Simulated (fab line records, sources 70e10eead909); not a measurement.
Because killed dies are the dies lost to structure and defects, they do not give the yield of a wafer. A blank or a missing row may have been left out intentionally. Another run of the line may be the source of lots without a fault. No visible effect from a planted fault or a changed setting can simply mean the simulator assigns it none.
fab line records ; flow nand_harc
record: lots: 7; wafers: 21; last_day: 29
route steps=1159 shown P_GATE@155
lots that met no fault: taken from a fault-free run of the same line
start_h: hours from the record's first day to the start of the lot's first wafer shown ; wait_h: hours since the lot's step before ; " the same as in the row above ; L1.1+2: a row that stands for several wafers ; - no value present, or no start provided ; * or withheld: withheld ; < > ~ a bound
route shown NAME@n: names a module that has steps shown in the file, with the first one's number in the route ; usual: mean/standard deviation taken from wafers without a fault ; same: alike in all rows ; chamber/n: place in a boat ; sites: each site's reading ; _std_site: the standard deviation of these ; _edge_site: outer sites' mean less inner sites' ; radius_mm: for every site, how far away it sits from the centre of the wafer ; mask NAME#n: copy n ; behind: the last tool/chamber to shape the wafer ; hold: why the lot was held/for how many hours/how that ended ; device: whichever transistor did not switch (one of n, p or np) ; end of line: tests of these same wafers at the route's end ; a step without rows: its recipe alone ; killed: dies that structure and defects cost at the first sort, which is not the same as the wafer's yield ; map: dies across one wafer; x = killed, . = not, _ = none there
set.NAME: the run value of the setting; set.NAME@STEP: its run value at that earlier step ; model.NAME: the simulator's own value behind a step, which no gauge read
lots seen at some steps along the route; tables by step, rows by wafer
services: from which hour (start_h, from the record's first day; less than 0 if before it) a tool's chamber was out of use, for how many hours, and why
== steps ==
step: NHARC_P_GATE_ALD_36
recipe: target_thk_a: 200; pulse_time_s: 60; ald_cycles: 223; temp_c: 400; material: SiNx
usual: heater_power_w: 872/100; precursor_pulse_height_rel: 0.999/0.02
lot.wafer;tool;chamber;start_h;wait_h;heater_power_w;precursor_pulse_height_rel;since_wet_clean_h
L528.1;ald_sin-03;2;161.99;-;796;0.989;52
L528.3;ald_sin-03;3;163.37;-;1105;0.999;53
L528.2;ald_sin-03;1;164.75;-;778;0.999;55
L531.4;ald_sin-04;0;168.39;-;925;1.026;152
L531.3;ald_sin-04;3;171.52;-;961;0.995;156
L531.6;ald_sin-04;1;173.60;-;806;0.962;-
L532.1;ald_sin-02;2;169.75;-;823;1.007;102
L532.4;ald_sin-02;3;170.81;-;913;1.045;103
L532.6;ald_sin-02;2;173.99;-;820;1.011;-
L537.3;ald_sin-04;0;184.05;-;899;1.007;168
L537.6;ald_sin-04;1;185.09;-;815;1.012;-
L537.5;ald_sin-04;2;186.13;-;766;0.985;-
L540.3;ald_sin-03;1;193.28;-;812;1.009;83
L540.2;ald_sin-03;2;194.33;-;799;0.995;84
L540.1;ald_sin-03;3;195.39;-;1124;1.012;85
L542.4;ald_sin-04;0;204.58;-;910;1.000;10
L542.3;ald_sin-04;1;205.65;-;766;0.986;11
L542.5;ald_sin-04;0;208.85;-;916;1.011;-
L545.2;ald_sin-02;1;224.97;-;935;0.989;157
L545.3;ald_sin-02;2;226.02;-;823;0.994;158
L545.6;ald_sin-02;3;227.06;-;944;1.007;-
step: NHARC_P_GATE_ETCHBACK_37
recipe: target_depth_a: 345; time_s: 17.2; chf3_flow_sccm: 50; o2_flow_sccm: 10; ar_flow_sccm: 200; rf_w: 500; bias_w: 200; chemistry: CHF3/O2
usual: drypump_motor_current_A: 5.8/0.62; oes_product_au: 0.96/0.039; rf_vpp_V: 371.6/2.1; showerhead_plenum_p_Torr: 2.45/0.097; throttle_valve_pct: 20.572/0.009
lot.wafer;tool;chamber;start_h;wait_h;drypump_motor_current_A;oes_product_au;rf_hours_counter_h;rf_vpp_V;showerhead_plenum_p_Torr;throttle_valve_pct
L528.2;rie_diel-04;2;-;-;6.4;0.99;13;371.2;2.45;20.586
L528.1;rie_diel-04;0;-;-;6.4;1.01;11;370.6;2.33;20.572
L528.3;rie_diel-04;1;-;-;5.4;1.01;12;372.0;2.46;20.572
L531.3;rie_diel-06;2;-;-;5.3;0.93;25;366.4;2.28;20.574
L531.4;rie_diel-06;3;-;-;5.9;0.92;22;373.0;2.52;20.585
L531.6;rie_diel-06;0;-;-;6.7;0.92;-;371.6;2.46;20.577
L532.1;rie_diel-05;3;-;-;5.5;1.00;2;369.6;2.32;20.570
L532.4;rie_diel-05;0;-;-;5.3;1.00;2;371.0;2.43;20.579
L532.6;rie_diel-05;3;-;-;5.5;1.00;-;369.3;2.32;20.567
L537.3;rie_diel-05;3;-;-;5.5;0.99;4;369.0;2.32;20.566
L537.5;rie_diel-05;3;-;-;5.5;0.99;-;369.2;2.32;20.566
L537.6;rie_diel-05;0;-;-;5.2;0.99;-;372.2;2.43;20.572
L540.2;rie_diel-04;2;-;-;6.4;1.00;20;370.9;2.45;20.570
L540.3;rie_diel-04;3;-;-;5.1;0.99;20;374.3;2.59;20.569
L540.1;rie_diel-04;1;-;-;5.4;1.01;20;372.3;2.46;20.589
L542.4;rie_diel-04;3;-;-;5.1;0.93;24;374.0;2.59;20.564
L542.3;rie_diel-04;0;-;-;6.4;0.93;22;368.5;2.33;20.569
L542.5;rie_diel-04;0;-;-;6.4;0.94;-;369.8;2.33;20.592
L545.3;rie_diel-04;2;-;-;6.4;0.92;28;370.8;2.44;20.558
L545.2;rie_diel-04;1;-;-;5.4;0.93;28;372.2;2.45;20.582
L545.6;rie_diel-04;3;-;-;5.1;0.91;-;374.7;2.59;20.573
step: NHARC_P_GATE_STRIP_101
recipe: time_s: 20; o2_flow_sccm: 500; ar_flow_sccm: 0; bias_w: 0; chemistry: O2
usual: drypump_motor_current_A: 5.8/0.6; oes_product_au: 0.998/0.0098; rf_vpp_V: 57.9/0.91; showerhead_plenum_p_Torr: 3.58/0.14; throttle_valve_pct: 17.036/0.0089
lot.wafer;tool;chamber;start_h;wait_h;drypump_motor_current_A;oes_product_au;rf_hours_counter_h;rf_vpp_V;showerhead_plenum_p_Torr;throttle_valve_pct
L528.3;rie_diel-04;1;173.55;0.1;5.4;1.001;12;57.4;3.61;17.042
L528.2;rie_diel-04;2;173.55;0.1;6.5;1.000;13;58.6;3.60;17.054
L528.1;rie_diel-04;3;173.55;0.1;5.1;0.991;12;57.7;3.80;17.031
L531.4;rie_diel-06;1;177.93;0.1;5.0;0.992;24;58.8;3.76;17.022
L531.3;rie_diel-06;3;177.93;0.1;5.9;1.000;22;57.9;3.69;17.026
L531.6;rie_diel-06;0;177.93;0.1;6.7;0.996;-;59.0;3.61;17.029
L532.4;rie_diel-05;3;179.38;0.1;5.5;0.990;2;57.1;3.41;17.046
L532.1;rie_diel-05;2;179.38;0.1;6.5;1.001;1;58.4;3.69;17.036
L532.6;rie_diel-05;0;179.38;0.1;5.3;0.994;-;59.6;3.57;17.034
L537.3;rie_diel-05;3;190.44;0.1;5.5;0.999;4;57.0;3.41;17.025
L537.5;rie_diel-05;1;190.44;0.1;6.1;0.999;-;56.6;3.49;17.036
L537.6;rie_diel-05;2;190.44;0.1;6.4;1.003;-;59.4;3.69;17.031
L540.2;rie_diel-04;3;201.86;0.1;5.1;0.998;20;58.0;3.80;17.035
L540.3;rie_diel-04;1;201.86;0.1;5.4;0.997;20;58.7;3.61;17.041
L540.1;rie_diel-04;2;201.86;0.1;6.5;1.008;21;58.2;3.59;17.035
L542.4;rie_diel-04;1;213.19;0.1;5.4;1.005;23;57.9;3.61;17.045
L542.3;rie_diel-04;0;213.19;0.1;6.4;1.007;22;57.5;3.42;17.028
L542.5;rie_diel-04;1;213.19;0.1;5.4;0.995;-;58.7;3.61;17.030
L545.2;rie_diel-04;2;232.50;0.1;6.5;1.007;28;56.7;3.59;17.036
L545.3;rie_diel-04;3;232.50;0.1;5.1;0.992;28;57.8;3.79;17.031
L545.6;rie_diel-04;1;232.50;0.1;5.4;0.998;-;57.3;3.60;17.025
step: NHARC_P_GATE_PRECLEAN_97
recipe: time_s: 600; temp_c: 120; chemistry: SPM
step: NHARC_P_GATE_SRD_98
step: NHARC_P_GATE_PRECLEAN_99
recipe: time_s: *; temp_c: 50; bath_age_min: 0; chemistry: SC1
step: NHARC_P_GATE_SRD_100
step: NHARC_P_GATE_DEHYDRATE_38
recipe: temp_c: 150; time_s: 120
step: NHARC_P_GATE_HMDS_39
recipe: time_s: 30
step: NHARC_P_GATE_COAT_40
recipe: spin_rpm: 3000
step: NHARC_P_GATE_SOFTBAKE_41
recipe: temp_c: 122; time_s: 95
step: NHARC_P_GATE_EBR_42
step: NHARC_P_GATE_EXPOSE_43
recipe: na: 0.6; target_cd_nm: 720; dose_mj: 14.81; mask_id: P_NSD
usual: exposure_dose_mJ_cm2: 14.808/0.014; focus_offset_nm: 0.0/0.51
lot.wafer;tool;chamber;start_h;wait_h;mask;exposure_dose_mJ_cm2;focus_offset_nm
L528.1;krf_scanner-04;-;174.32;-;P_NSD#0;-;-
L528.2;krf_scanner-04;-;174.32;-;P_NSD#0;-;-
L528.3;krf_scanner-04;-;174.32;-;P_NSD#0;-;-
L531.3;krf_scanner-04;-;178.58;-;P_NSD#0;-;-
L531.4;krf_scanner-04;-;178.58;-;P_NSD#0;-;-
L531.6;krf_scanner-04;-;178.58;-;P_NSD#0;-;-
L532.1;krf_scanner-01;-;180.15;-;P_NSD#0;-;-
L532.4;krf_scanner-01;-;180.15;-;P_NSD#0;-;-
L532.6;krf_scanner-01;-;180.15;-;P_NSD#0;-;-
L537.3;krf_scanner-01;0;191.23;-;P_NSD#0;14.776;0.7
L537.5;krf_scanner-01;0;191.23;-;P_NSD#0;14.792;-0.1
L537.6;krf_scanner-01;0;191.23;-;P_NSD#0;14.811;0.6
L540.1;krf_scanner-02;0;202.64;-;P_NSD#0;14.800;-0.2
L540.2;krf_scanner-02;0;202.64;-;P_NSD#0;14.813;-0.9
L540.3;krf_scanner-02;0;202.64;-;P_NSD#0;14.812;-0.1
L542.3;krf_scanner-04;0;213.97;-;P_NSD#0;14.823;0.4
L542.4;krf_scanner-04;0;213.97;-;P_NSD#0;14.807;-1.0
L542.5;krf_scanner-04;0;213.97;-;P_NSD#0;14.825;0.3
L545.2;krf_scanner-04;0;233.27;-;P_NSD#0;14.816;0.2
L545.3;krf_scanner-04;0;233.27;-;P_NSD#0;14.805;0.0
L545.6;krf_scanner-04;0;233.27;-;P_NSD#0;14.806;0.4
step: NHARC_P_GATE_PEB_44
recipe: peb_temp_c: 118; peb_time_s: 85
== services ==
tool;chamber;start_h;hours;kind
rie_diel-05;0;142.79;-;clean
rie_diel-05;1;142.79;-;clean
rie_diel-05;2;142.79;-;clean
rie_diel-05;3;142.79;-;clean
rie_diel-05;2;147.01;-;consumable_replace:focus_ring
rie_diel-05;2;147.01;9.0;scheduled_down
rie_diel-06;0;148.36;2.1;repair
rie_diel-05;-;163.60;9.0;pm
rie_diel-06;-;168.29;2.1;repair
rie_diel-04;0;169.71;-;clean
rie_diel-04;1;169.71;-;clean
rie_diel-04;2;169.71;-;clean
rie_diel-04;3;169.71;-;clean
rie_diel-04;0;194.21;-;clean
rie_diel-04;1;194.21;-;clean
rie_diel-04;2;194.21;-;clean
rie_diel-04;3;194.21;-;clean
rie_diel-05;0;209.18;6.5;repair
krf_scanner-02;-;210.00;4.0;pm
rie_diel-04;0;218.71;-;clean
rie_diel-04;1;218.71;-;clean
rie_diel-04;2;218.71;-;clean
rie_diel-04;3;218.71;-;clean
rie_diel-04;2;221.36;3.4;repair
== key ==
first_sign: step: NHARC_P_GATE_EXPOSE_43; reading: tool_record; direction: missing
effect none on later readings
met_at NHARC_P_GATE_EXPOSE_43
struck_wafers L528.1,L528.2,L528.3,L531.3,L531.4,L531.6,L532.1,L532.4,L532.6
later_rows_left_out L528.1,L528.2,L528.3,L531.3,L531.4,L531.6,L532.1,L532.4,L532.6
sort_left_out L528.1,L528.2,L528.3,L531.3,L531.4,L531.6,L532.1,L532.4,L532.6
tester_left_out L528,L531,L532
fault: kind: skipped_step_whole; tool: krf_scanner-01,krf_scanner-04; chamber: -; onset_h: 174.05; steps: NHARC_P_GATE_EXPOSE_43; scope: struck_lots_only
tester_left_out: of these lots the tester's yield and bins aren't shown, on N5 and GAA mostly nor the transistor test; their killed dies are dies lost to structure and defects alone, not to doping, threshold or leakage, so they don't give the yield
sort_left_out: the simulated sort isn't trusted on such a fault, so these wafers' sort isn't shown, and their yield isn't known
later_rows_left_out: the simulator's readings of these wafers behind a module that went badly wrong aren't trusted and aren't shown, but for the sort
